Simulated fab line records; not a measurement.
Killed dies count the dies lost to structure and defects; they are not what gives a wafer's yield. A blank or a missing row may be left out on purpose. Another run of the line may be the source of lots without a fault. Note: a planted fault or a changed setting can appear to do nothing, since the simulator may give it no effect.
What tool caused it? | flow nand-harc | Sampling: 24 lots, 72 wafers, 6 of 1159 route steps

## WHAT EACH GAUGE READ, for each wafer
The record holds no reading of a measuring or inspecting step that can be judged against a usual standard deviation.

## TOOL THAT RAN EACH LOT (tool first, then ch and the chambers of the sampled wafers, then the start)
lot  | NHARC_A_CONTACT_ETCH_126             | NHARC_A_CONTACT_ETCH_128             | NHARC_A_CONTACT_ETCH_131             | NHARC_A_CONTACT_ETCH_97                       | NHARC_A_CONTACT_ETCH_92            | NHARC_A_BLC_STRIP_21
L074 | har-cap-etch-02 ch 0,1, day 16 18:08 | har-cap-etch-02 ch 0,1, day 16 18:25 | har-cap-etch-02 ch 0,1, day 16 18:50 | rie-diel-02 ch 0,1,3, day 17 02:38 or earlier | rie-diel-02 ch 0,1,3, day 17 02:38 | rie-diel-01 ch 0,2, day 17 13:58
L076 | har-cap-etch-01 ch 0,1, day 17 03:28 | har-cap-etch-01 ch 0,1, day 17 03:44 | har-cap-etch-01 ch 0,1, day 17 04:10 | rie-diel-02 ch 2,3, day 17 11:20 or earlier   | rie-diel-04 ch 1,2,3, day 17 11:20 | rie-diel-11 ch 0,1, day 17 16:16
L075 | har-cap-etch-02 ch 0,1, day 17 04:18 | har-cap-etch-02 ch 0,1, day 17 04:35 | har-cap-etch-02 ch 0,1, day 17 05:01 | rie-diel-02 ch 0,2,3, day 17 12:11 or earlier | rie-diel-08 ch 0,2,3, day 17 12:11 | rie-diel-01 ch 0,1,3, day 17 16:59
L079 | har-cap-etch-03 ch 0, day 17 09:25   | har-cap-etch-03 ch 0, day 17 09:42   | har-cap-etch-03 ch 0, day 17 10:07   | rie-diel-02 ch 0,2,3, day 17 17:25 or earlier | rie-diel-02 ch 0,1, day 17 17:25   | rie-diel-11 ch 2,3, day 17 23:07
L077 | har-cap-etch-01 ch 0,1, day 17 09:48 | har-cap-etch-01 ch 0,1, day 17 10:05 | har-cap-etch-01 ch 0,1, day 17 10:31 | rie-diel-04 ch 0,2,3, day 17 19:48 or earlier | rie-diel-08 ch 0,1,3, day 17 19:48 | rie-diel-01 ch 0,2, day 18 00:18
L078 | har-cap-etch-03 ch 0,1, day 18 06:13 | har-cap-etch-03 ch 0,1, day 18 06:31 | har-cap-etch-03 ch 0,1, day 18 06:56 | rie-diel-02 ch 2,3, day 18 07:55              | rie-diel-02 ch 0,1, day 18 15:59   | rie-diel-11 ch 0,1,3, day 18 20:34
L082 | har-cap-etch-02 ch 0,1, day 18 14:37 | har-cap-etch-02 ch 0,1, day 18 14:53 | har-cap-etch-02 ch 0,1, day 18 15:19 | rie-diel-04 ch 0,2,3, day 18 21:37 or earlier | rie-diel-08 ch 1,2,3, day 18 21:37 | rie-diel-01 ch 2,3, day 19 05:25
L081 | har-cap-etch-03 ch 0,1, day 18 14:38 | har-cap-etch-03 ch 0,1, day 18 15:01 | har-cap-etch-03 ch 0,1, day 18 15:35 | rie-diel-08 ch 1,2,3, day 18 22:19 or earlier | rie-diel-04 ch 1,2,3, day 18 22:19 | rie-diel-11 ch 0,1,3, day 19 06:08
L084 | har-cap-etch-02 ch 0,1, day 18 19:56 | har-cap-etch-02 ch 0,1, day 18 20:13 | har-cap-etch-02 ch 0,1, day 18 20:39 | rie-diel-02 ch 0,1,3, day 19 03:11 or earlier | rie-diel-08 ch 1,2,3, day 19 03:11 | rie-diel-11 ch 1,2, day 19 13:31
L080 | har-cap-etch-03 ch 0,1, day 18 20:24 | har-cap-etch-03 ch 0,1, day 18 20:47 | har-cap-etch-03 ch 0,1, day 18 21:20 | rie-diel-02 ch 0,1,3, day 19 04:28 or earlier | rie-diel-08 ch 0,1, day 19 04:28   | rie-diel-11 ch 0,3, day 19 14:17
L083 | har-cap-etch-01 ch 0, day 19 01:35   | har-cap-etch-01 ch 0, day 19 01:52   | har-cap-etch-01 ch 0, day 19 02:17   | rie-diel-08 ch 1,2, day 19 10:08 or earlier   | rie-diel-02 ch 0,1,3, day 19 10:08 | rie-diel-01 ch 0,1,3, day 19 19:47
L085 | har-cap-etch-02 ch 0,1, day 19 15:46 | har-cap-etch-02 ch 0,1, day 19 16:03 | har-cap-etch-02 ch 0,1, day 19 16:28 | rie-diel-08 ch 0,1,2, day 19 22:47 or earlier | rie-diel-08 ch 0,1, day 19 22:47   | rie-diel-01 ch 0,2, day 20 07:13
L088 | har-cap-etch-01 ch 0,1, day 19 16:52 | har-cap-etch-01 ch 0,1, day 19 17:15 | har-cap-etch-01 ch 0,1, day 19 17:49 | rie-diel-02 ch 1,2, day 20 03:01 or earlier   | rie-diel-02 ch 0,3, day 20 03:01   | rie-diel-11 ch 0,2,3, day 20 12:23
L087 | har-cap-etch-03 ch 0, day 19 20:23   | har-cap-etch-03 ch 0, day 19 20:40   | har-cap-etch-03 ch 0, day 19 21:05   | rie-diel-04 ch 2,3, day 20 04:37 or earlier   | rie-diel-04 ch 0,1,3, day 20 04:37 | rie-diel-01 ch 0,1,3, day 20 12:36
L086 | har-cap-etch-03 ch 0,1, day 20 09:28 | har-cap-etch-03 ch 0,1, day 20 09:45 | har-cap-etch-03 ch 0,1, day 20 10:10 | rie-diel-02 ch 0,1,2, day 20 20:25 or earlier | rie-diel-04 ch 1,2,3, day 20 20:25 | rie-diel-11 ch 0,2,3, day 21 04:25
L089 | har-cap-etch-02 ch 0, day 20 11:11   | har-cap-etch-02 ch 0, day 20 11:28   | har-cap-etch-02 ch 0, day 20 11:53   | rie-diel-02 ch 0,1,2, day 20 21:17 or earlier | rie-diel-02 ch 0,1, day 20 21:17   | rie-diel-11 ch 1,3, day 21 05:05
L091 | har-cap-etch-01 ch 0,1, day 20 21:43 | har-cap-etch-01 ch 0,1, day 20 21:59 | har-cap-etch-01 ch 0,1, day 20 22:25 | rie-diel-02 ch 0,1, day 20 23:30              | rie-diel-02 ch 0,1,3, day 21 05:07 | rie-diel-11 ch 0,2,3, day 21 12:01
L090 | har-cap-etch-03 ch 0,1, day 20 23:28 | har-cap-etch-03 ch 0,1, day 20 23:44 | har-cap-etch-03 ch 0,1, day 21 00:10 | rie-diel-04 ch 1,3, day 21 10:32 or earlier   | rie-diel-02 ch 2,3, day 21 10:32   | rie-diel-11 ch 1,2,3, day 21 16:21
L093 | har-cap-etch-02 ch 0,1, day 21 01:58 | har-cap-etch-02 ch 0,1, day 21 02:16 | har-cap-etch-02 ch 0,1, day 21 02:41 | rie-diel-02 ch 1,2, day 21 11:01 or earlier   | rie-diel-04 ch 2,3, day 21 11:01   | rie-diel-11 ch 0,1,2, day 21 17:08
L092 | har-cap-etch-01 ch 0, day 21 02:34   | har-cap-etch-01 ch 0, day 21 02:56   | har-cap-etch-01 ch 0, day 21 03:31   | rie-diel-04 ch 0,1,2, day 21 11:43 or earlier | rie-diel-02 ch 1,2, day 21 11:43   | rie-diel-12 ch 0,1,3, day 21 18:16
L094 | har-cap-etch-02 ch 0,1, day 22 07:38 | har-cap-etch-02 ch 0,1, day 22 07:55 | har-cap-etch-02 ch 0,1, day 22 08:20 | rie-diel-04 ch 0,3, day 22 16:22 or earlier   | rie-diel-02 ch 0,1,3, day 22 16:22 | rie-diel-11 ch 1,2,3, day 22 20:59
L095 | har-cap-etch-03 ch 0,1, day 22 11:37 | har-cap-etch-03 ch 0,1, day 22 11:55 | har-cap-etch-03 ch 0,1, day 22 12:20 | rie-diel-02 ch 1,2,3, day 22 20:32 or earlier | rie-diel-08 ch 0,1,2, day 22 20:32 | rie-diel-11 ch 0,2,3, day 23 10:47
L096 | har-cap-etch-01 ch 0,1, day 22 15:49 | har-cap-etch-01 ch 0,1, day 22 16:12 | har-cap-etch-01 ch 0,1, day 22 16:46 | rie-diel-02 ch 1,2,3, day 23 00:00 or earlier | rie-diel-04 ch 0,3, day 23 00:00   | rie-diel-01 ch 0,2,3, day 23 11:33
L097 | har-cap-etch-03 ch 0,1, day 22 19:40 | har-cap-etch-03 ch 0,1, day 22 19:57 | har-cap-etch-03 ch 0,1, day 22 20:23 | rie-diel-02 ch 0,2,3, day 23 04:40 or earlier | rie-diel-02 ch 2,3, day 23 04:40   | rie-diel-01 ch 0,1,2, day 23 12:10
- NHARC_A_CONTACT_ETCH_126: etches the open film in C4F8/O2/Ar, time 155 s, target depth 956 nm.
- NHARC_A_CONTACT_ETCH_128: etches the open film in C4F8/O2/Ar, time 155 s, target depth 956 nm.
- NHARC_A_CONTACT_ETCH_131: etches the open film in C4F8/O2/Ar, time 155 s, target depth 956 nm.
- NHARC_A_CONTACT_ETCH_97: etches the open film in C4F6/O2, target depth 20 nm, time 10 s.
- NHARC_A_CONTACT_ETCH_92: etches the open film in CH3F/O2, target depth 40 nm, time 85.7 s.
- NHARC_A_BLC_STRIP_21: strips in O2.

## AS READ BY THE TOOLS THEMSELVES (means over the sampled wafers that have a number; for cases with no such wafer, the mark the record gives instead)
NHARC_A_CONTACT_ETCH_97. Usual: drypump-motor-current-A 5.6 A, standard deviation 0.35; oes-product-au 0.962 a.u., standard deviation 0.023; rf-vpp-V 547.7 V, standard deviation 2; showerhead-plenum-p-Torr 3.96 Torr, standard deviation 0.089; throttle-valve-pct 26.904 %, standard deviation 0.0096.
lot  | tool        | drypump-motor-current-A (A) | oes-product-au (a.u.) | rf-vpp-V (V) | showerhead-plenum-p-Torr (Torr) | throttle-valve-pct (%) | flag
L074 | rie-diel-02 | 5.4                         | 0.943                 | 548.2        | 4.00                            | 26.915                 |
L076 | rie-diel-02 | 5.4                         | 0.950                 | 547.4        | 3.95                            | 26.903                 |
L075 | rie-diel-02 | 5.6                         | 0.939                 | 547.8        | 3.92                            | 26.899                 |
L079 | rie-diel-02 | 5.6                         | 0.938                 | 546.9        | 3.92                            | 26.912                 |
L077 | rie-diel-04 | 5.8                         | 0.955                 | 546.3        | 3.91                            | 26.917                 |
L078 | rie-diel-02 | 5.8                         | 0.945                 | 546.1        | 3.89                            | 26.902                 |
L082 | rie-diel-04 | 5.9                         | 0.961                 | 546.5        | 3.91                            | 26.909                 |
L081 | rie-diel-08 | 5.8                         | 0.967                 | 549.7        | 4.07                            | 26.912                 |
L084 | rie-diel-02 | 5.4                         | 0.940                 | 548.9        | 4.00                            | 26.908                 |
L080 | rie-diel-02 | 5.4                         | 0.999                 | 548.6        | 4.00                            | 26.905                 |
L083 | rie-diel-08 | 5.6                         | 0.950                 | 550.6        | 4.10                            | 26.901                 |
L085 | rie-diel-08 | 5.5                         | 0.947                 | 548.2        | 4.00                            | 26.899                 |
L088 | rie-diel-02 | 5.7                         | 0.943                 | 548.6        | 3.99                            | 26.904                 |
L087 | rie-diel-04 | 5.9                         | 0.972                 | 546.4        | 3.88                            | 26.904                 |
L086 | rie-diel-02 | 5.7                         | 0.961                 | 547.4        | 3.94                            | 26.901                 |
L089 | rie-diel-02 | 5.7                         | 0.946                 | 548.1        | 3.94                            | 26.905                 |
L091 | rie-diel-02 | 5.5                         | 0.950                 | 548.8        | 4.01                            | 26.899                 |
L090 | rie-diel-04 | 5.7                         | 0.967                 | 546.8        | 3.95                            | 26.906                 |
L093 | rie-diel-02 | 6.0                         | 0.991                 | 547.3        | 3.91                            | 26.906                 |
L092 | rie-diel-04 | 5.8                         | 0.993                 | 547.2        | 3.94                            | 26.897                 |
L094 | rie-diel-04 | 5.7                         | 0.994                 | 546.7        | 3.87                            | 26.897                 |
L095 | rie-diel-02 | 5.6                         | 1.004                 | 548.3        | 3.96                            | 26.905                 |
L096 | rie-diel-02 | 5.6                         | 1.009                 | 548.1        | 3.96                            | 26.903                 |
L097 | rie-diel-02 | 5.6                         | 0.946                 | 546.9        | 3.91                            | 26.901                 |

NHARC_A_CONTACT_ETCH_92. Usual: drypump-motor-current-A 5.6 A, standard deviation 0.34; oes-product-au 0.94 a.u., standard deviation 0.031; rf-vpp-V 244.7 V, standard deviation 1.2; showerhead-plenum-p-Torr 2.48 Torr, standard deviation 0.063; throttle-valve-pct 20.662 %, standard deviation 0.0086.
lot  | tool        | drypump-motor-current-A (A) | oes-product-au (a.u.) | rf-vpp-V (V) | showerhead-plenum-p-Torr (Torr) | throttle-valve-pct (%) | flag
L074 | rie-diel-02 | 5.4                         | 0.92                  | 243.8        | 2.51                            | 20.663                 |
L076 | rie-diel-04 | 5.9                         | 0.93                  | 244.2        | 2.47                            | 20.669                 |
L075 | rie-diel-08 | 5.6                         | 0.92                  | 245.6        | 2.50                            | 20.664                 |
L079 | rie-diel-02 | 5.5                         | 0.93                  | 245.2        | 2.52                            | 20.661                 |
L077 | rie-diel-08 | 5.7                         | 0.93                  | 244.8        | 2.50                            | 20.659                 |
L078 | rie-diel-02 | 5.5                         | 0.92                  | 245.2        | 2.49                            | 20.665                 |
L082 | rie-diel-08 | 5.8                         | 0.92                  | 245.3        | 2.56                            | 20.660                 |
L081 | rie-diel-04 | 5.9                         | 0.92                  | 243.5        | 2.46                            | 20.669                 |
L084 | rie-diel-08 | 5.8                         | 0.93                  | 245.6        | 2.56                            | 20.651                 |
L080 | rie-diel-08 | 5.4                         | 0.93                  | 243.6        | 2.46                            | 20.665                 |
L083 | rie-diel-02 | 5.4                         | 0.93                  | 245.5        | 2.51                            | 20.663                 |
L085 | rie-diel-08 | 5.4                         | 1.01                  | 244.5        | 2.45                            | 20.657                 |
L088 | rie-diel-02 | 5.3                         | 0.93                  | 244.7        | 2.49                            | 20.659                 |
L087 | rie-diel-04 | 5.7                         | 1.01                  | 243.7        | 2.46                            | 20.666                 |
L086 | rie-diel-04 | 5.9                         | 1.01                  | 244.5        | 2.45                            | 20.657                 |
L089 | rie-diel-02 | 5.5                         | 0.93                  | 244.8        | 2.52                            | 20.659                 |
L091 | rie-diel-02 | 5.4                         | 0.92                  | 245.6        | 2.50                            | 20.664                 |
L090 | rie-diel-02 | 5.5                         | 0.92                  | 244.6        | 2.47                            | 20.663                 |
L093 | rie-diel-04 | 6.0                         | 0.92                  | 245.0        | 2.44                            | 20.665                 |
L092 | rie-diel-02 | 5.7                         | 0.93                  | 243.9        | 2.50                            | 20.662                 |
L094 | rie-diel-02 | 5.4                         | 1.00                  | 243.8        | 2.50                            | 20.657                 |
L095 | rie-diel-08 | 5.5                         | 0.93                  | 245.9        | 2.50                            | 20.658                 |
L096 | rie-diel-04 | 5.7                         | 0.93                  | 243.1        | 2.42                            | 20.658                 |
L097 | rie-diel-02 | 5.4                         | 0.92                  | 244.5        | 2.46                            | 20.661                 |

NHARC_A_BLC_STRIP_21. Usual: drypump-motor-current-A 5.6 A, standard deviation 0.51; oes-product-au 0.997 a.u., standard deviation 0.011; rf-vpp-V 57.7 V, standard deviation 0.86; showerhead-plenum-p-Torr 3.50 Torr, standard deviation 0.12; throttle-valve-pct 17.037 %, standard deviation 0.0088.
lot  | tool        | drypump-motor-current-A (A) | oes-product-au (a.u.) | rf-vpp-V (V) | showerhead-plenum-p-Torr (Torr) | throttle-valve-pct (%) | flag
L074 | rie-diel-01 | 5.5                         | 1.004                 | 58.6         | 3.55                            | 17.041                 |
L076 | rie-diel-11 | 5.5                         | 0.999                 | 57.6         | 3.59                            | 17.038                 |
L075 | rie-diel-01 | 5.3                         | 0.996                 | 57.1         | 3.51                            | 17.034                 |
L079 | rie-diel-11 | 6.0                         | 0.990                 | 56.6         | 3.44                            | 17.035                 |
L077 | rie-diel-01 | 5.5                         | 1.009                 | 58.3         | 3.55                            | 17.048                 |
L078 | rie-diel-11 | 5.9                         | 0.997                 | 57.7         | 3.47                            | 17.034                 |
L082 | rie-diel-01 | 5.3                         | 1.001                 | 58.4         | 3.59                            | 17.043                 |
L081 | rie-diel-11 | 5.9                         | 0.991                 | 57.4         | 3.47                            | 17.039                 |
L084 | rie-diel-11 | 5.3                         | 0.991                 | 57.5         | 3.63                            | 17.035                 |
L080 | rie-diel-11 | 6.3                         | 0.991                 | 57.5         | 3.35                            | 17.048                 |
L083 | rie-diel-01 | 5.3                         | 0.998                 | 57.4         | 3.51                            | 17.034                 |
L085 | rie-diel-01 | 5.5                         | 1.002                 | 58.1         | 3.55                            | 17.040                 |
L088 | rie-diel-11 | 6.2                         | 1.003                 | 58.4         | 3.39                            | 17.030                 |
L087 | rie-diel-01 | 5.3                         | 1.001                 | 58.2         | 3.51                            | 17.024                 |
L086 | rie-diel-11 | 6.2                         | 0.987                 | 57.3         | 3.39                            | 17.037                 |
L089 | rie-diel-11 | 5.4                         | 0.989                 | 58.1         | 3.57                            | 17.042                 |
L091 | rie-diel-11 | 6.2                         | 0.988                 | 57.1         | 3.39                            | 17.035                 |
L090 | rie-diel-11 | 5.7                         | 0.993                 | 57.7         | 3.50                            | 17.039                 |
L093 | rie-diel-11 | 5.8                         | 0.996                 | 58.1         | 3.50                            | 17.033                 |
L092 | rie-diel-12 | 5.6                         | 0.992                 | 58.1         | 3.49                            | 17.043                 |
L094 | rie-diel-11 | 5.7                         | 0.996                 | 58.2         | 3.50                            | 17.034                 |
L095 | rie-diel-11 | 6.2                         | 1.000                 | 57.4         | 3.39                            | 17.028                 |
L096 | rie-diel-01 | 5.4                         | 0.999                 | 57.3         | 3.56                            | 17.047                 |
L097 | rie-diel-01 | 5.4                         | 1.007                 | 57.6         | 3.50                            | 17.039                 |

## THE ANSWER, worked out from the rows above alone
Rule: a lot is off if the mean of its wafers that have a number lies more than 3 standard deviations from the usual mean. A lot without any number at a reading at which 4 lots or more have one is off too. The other lots that the step has rows for count as sound. The gauges are gone through in route order, then the tools' own readings, and for those a lot's mean is taken as printed above. At the first step where some lot is off, the reading lying furthest off is the one used; lots without a number count as furthest.
Across all readings shown, no lot is off: no conclusion can be drawn from this.

## WHAT WAS PUT IN BY THE SIMULATOR
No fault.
